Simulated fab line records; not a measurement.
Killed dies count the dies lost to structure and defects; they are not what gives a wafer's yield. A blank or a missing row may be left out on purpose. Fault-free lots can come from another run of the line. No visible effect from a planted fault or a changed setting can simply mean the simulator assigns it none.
Problem report in the 8D (eight disciplines) form, filled by code / flow nand harc / the parts of the form that need people (team, actions taken, sign-off) are left out

## 1. WHAT WENT WRONG
NHARC_A_CHANNEL_FILL_D1_ALD_25, susceptor temp C: mean 302.14 C over 1 wafer from 1 lot; wafers with no fault: 300.01 C, standard deviation 0.22. That puts it +9.7 standard deviations away from the usual mean.
The step: deposits SiOx, target thk 60 nm, pulse time 10 s, ald cycles 600.
Seen first at day 13 14:20 on ald hk-03, wafer L197.1. The record has a number at this step for 36 wafers belonging to 12 lots. Rule for "out", or "out of limits": more than 4 standard deviations from the usual mean. The rest of the wafers with a number are treated as sound.

## 2. WHAT THIS IS AND IS NOT
question=which readings at this step | is=susceptor temp C | is not=heater power w, precursor pulse height rel
question=which lots | is=L197 | is not=L184, L185, L186, L187, L191, L193, L198, L200, L201, L202, L203
question=which wafers of those lots | is=L197.1 | is not=L197.4, L197.5
question=read on which tools | is=ald hk-03 | is not=ald hk-01, ald hk-04
question=when | is=from day 13 14:20 | is not=up to then (19 sound wafers); but 16 sound wafers of L197, L198, L200, L201, L202, L203 came after

## 3. THE SUSPECTS, EACH WITH WHAT RULES IT OUT
Counting: any tool at a process step up to the reading remains a suspect provided it ran every lot that is out. Sound lots after the first of them don't rule it out here, since some wafers of a struck lot are sound.
- rie diel-03 at NHARC_A_CHANNEL_HOLE_D1_STRIP_27 (strips in O2): kept. It ran the lot that is out, L197 (day 13 14:20). With no start given for some of its lots, NHARC_A_CHANNEL_HOLE_D1_STRIP_27 uses the hours and lot order of NHARC_A_CHANNEL_FILL_D1_ALD_25.
- ald sin batch-03 at NHARC_A_CHANNEL_FILL_D1_ALD_15 (deposits SiNx, target thk 2 nm, pulse time 60 s, ald cycles 19): kept. L197, the lot that is out, went through it at day 13 14:20; up to then, the latest sound lot through it was L186 at day 11 00:20. With no start given for some of its lots, NHARC_A_CHANNEL_FILL_D1_ALD_15 uses the hours and lot order of NHARC_A_CHANNEL_FILL_D1_ALD_25.
- ald hk-03 at NHARC_A_CHANNEL_FILL_D1_ALD_25 (deposits SiOx, target thk 60 nm, pulse time 10 s, ald cycles 600): kept. L197, the lot that is out, went through it at day 13 14:20; up to then, the latest sound lot through it was L191 at day 11 15:01. Its own susceptor temp C readings are out on those wafers.
- At NHARC_A_CHANNEL_HOLE_D1_STRIP_27, inside rie diel-03: chamber 1 took the wafers that are out, while their sound lot-mates went through chambers 0, 3.
- Within ald hk-03 at NHARC_A_CHANNEL_FILL_D1_ALD_25, the wafers that are out were processed in chamber 1 and their sound lot-mates in chamber 0.
Still standing after the count: rie diel-03 at NHARC_A_CHANNEL_HOLE_D1_STRIP_27, ald sin batch-03 at NHARC_A_CHANNEL_FILL_D1_ALD_15, ald hk-03 at NHARC_A_CHANNEL_FILL_D1_ALD_25.

## 4. THE CAUSE (what the simulator had put in)
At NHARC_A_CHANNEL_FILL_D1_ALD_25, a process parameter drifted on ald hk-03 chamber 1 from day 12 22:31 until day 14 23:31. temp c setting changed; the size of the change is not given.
Of the 3 suspects that counting leaves, this tool is one.

## 5. SEQUENCE OF EFFECTS, ordered by route
Each row: a reading whose mean over the struck wafers that have a number lies more than 3 standard deviations from the usual. Only readings for which the record gives a usual standard deviation are gone through. hours: the time from each lot's start at the first step in this table that gives one to its start at this step, as a median over the lots. sigmas: the change in usual standard deviations.
hours=0; step=NHARC_A_CHANNEL_FILL_D1_ALD_25; reading=susceptor temp C; usual=300.01 C; on struck wafers=302.14; change=+2.13; sigmas=+9.7
The process steps in it:
- NHARC_A_CHANNEL_FILL_D1_ALD_25: deposits SiOx, target thk 60 nm, pulse time 10 s, ald cycles 600.

## 6. WHAT WOULD HAVE CAUGHT IT SOONER
The fault began at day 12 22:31; the first out-of-limits reading in this record came at day 13 14:20, 16 hours later.
